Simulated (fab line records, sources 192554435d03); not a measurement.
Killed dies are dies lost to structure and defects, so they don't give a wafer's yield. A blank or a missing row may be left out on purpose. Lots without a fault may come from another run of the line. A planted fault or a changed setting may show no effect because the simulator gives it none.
Chamber matching | flow n5_finfet | N5_FIN_SAQP_FIN_ETCH_36 on rie_si-03: 4 sister chambers
The step etches the open film in HBr/Cl2/O2, target depth 120 nm, time 50.4 s. 4 wafers are shown with their chamber, then 9 later ones without.

WAFERS WITH THEIR CHAMBER
wafer  | chamber | drypump_motor_current_A (A)
L085.4 | 0       | 6.1
L090.1 | 3       | 5.7
L090.2 | 2       | 5.4
L090.3 | 1       | 6.2

WAFERS WITHOUT THEIR CHAMBER
wafer  | drypump_motor_current_A (A)
L093.1 | 6.2
L093.4 | 5.5
L093.6 | 6.1
L094.2 | 6.1
L094.3 | 6.2
L094.6 | 5.4
L095.2 | 6.1
L095.4 | 5.4
L095.5 | 5.4

WHICH CHAMBER EACH WENT THROUGH
wafer  | from the rows above | in truth
L093.1 | 1                   | 1
L093.4 | 2                   | 2
L093.6 | 0                   | 0
L094.2 | 0                   | 0
L094.3 | 1                   | 1
L094.6 | 2                   | 2
L095.2 | 0                   | 0
L095.4 | 2                   | 2
L095.5 | 2                   | 2
Placed correctly: 9 of 9. Can't be placed from these rows: 0. Placed wrongly: 0.
How it was worked out, from the rows above alone: a wafer's distance from a chamber is the root of the sum, over the readings, of the square of ((its reading less the chamber's mean) divided by the reading's scatter). The wafer belongs to the nearest chamber; if the next one is less than 2 further off, it can't be placed. A chamber's mean is the mean of its shown wafers. The scatter: with one shown wafer a chamber, the root of the mean of the squares of how far each hidden wafer lies from its nearest shown one.
